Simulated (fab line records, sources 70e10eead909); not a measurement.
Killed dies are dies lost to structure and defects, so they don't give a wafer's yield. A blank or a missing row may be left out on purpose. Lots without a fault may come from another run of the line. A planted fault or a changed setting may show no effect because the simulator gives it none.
A struck lot beside a sound one | flow nand_harc | 12 steps out of a route of 1159
Sound: wafers L624.2, L624.4, L624.5. Struck: wafers L637.2, L637.4, L637.5. The cause comes at the end.
At each step with rows: each side's tool, then ch and its chambers, then its first start. Under that, the readings that differ: sound wafers | struck wafers | difference of the means | sigmas: that difference in standard deviations of wafers without a fault.
alike: readings whose means differ by less than 2 such deviations, and words and numbers that are the same on both sides. not compared: withheld readings, readings that some wafer has no value for, bounds like >300 that may hide the same value, and numbers for which the record gives no deviation and whose values overlap.
The two part at a step that has a row with sigmas, a row that says differs or no value, or rows on one side only. Numbers that don't overlap but have no deviation are shown without sigmas and don't part them. A reading that every wafer of one side lacks parts them only if that side has two wafers or more.

NHARC_A_WL_FILL_INSPECT_15:
  sound on defect_inspect-02, day 16 06:45; struck on defect_inspect-01, day 19 12:03
  alike: raw_defect_count
NHARC_A_CONTACT_DEP_24: deposits SiO2, target thk 500 nm.
  sound on pecvd-02 ch 0,2, day 16 06:56; struck on pecvd-02 ch 1,2, day 19 12:07
  alike: chamber_pressure_Torr, heater_power_w, throttle_valve_pct
NHARC_A_CONTACT_DEP_28: deposits aC, target thk 3600 nm.
  sound on acl_dep-02 ch 0, day 16 07:47; struck on acl_dep-02 ch 0, day 19 14:34
  alike: throttle_valve_pct
NHARC_A_CONTACT_DEP_29: deposits SiON, target thk 70 nm.
  sound on pecvd-01 ch 0,2, day 16 09:38; struck on pecvd-02 ch 2, day 19 16:27
  alike: chamber_pressure_Torr, heater_power_w
then, 5 steps without rows for these wafers: NHARC_A_CONTACT_DEHYDRATE_32 (time 120 s); NHARC_A_CONTACT_HMDS_33 (time 30 s); NHARC_A_CONTACT_COAT_34 (time 75 s); NHARC_A_CONTACT_COAT_35 (time 65 s); NHARC_A_CONTACT_COAT_36 (resist thk 90 nm).
NHARC_A_CONTACT_SOFTBAKE_37: time 55 s.
  sound on litho_track-06 ch 0, day 16 09:00; struck on litho_track-04 ch 0, day 19 16:00
  reading                  | sound                | struck               | difference | sigmas
  heater_power_total_W (W) | 188.39 188.36 188.60 | 183.34 183.32 183.31 | -5.13      | -37
  alike: exhaust_pa
then, 1 step without rows for these wafers: NHARC_A_CONTACT_EBR_38.
-- the record jumps here: 4 days lie between the struck wafers' starts before and after (it left off in module A_CONTACT and takes up again in module END, whose first step shown is number 1159 of the route) --
NHARC_END_SORT_01:
  the record has rows for the struck wafers here (prober-01 ch 0, day 23 04:04) and none for the sound ones

WHERE THEY PART
First at NHARC_A_CONTACT_SOFTBAKE_37; last, within this record, at NHARC_END_SORT_01.

WHY: what the simulator had put in
Process parameter drift: litho_track-04, from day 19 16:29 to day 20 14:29, at NHARC_A_CONTACT_SOFTBAKE_37. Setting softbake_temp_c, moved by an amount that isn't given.
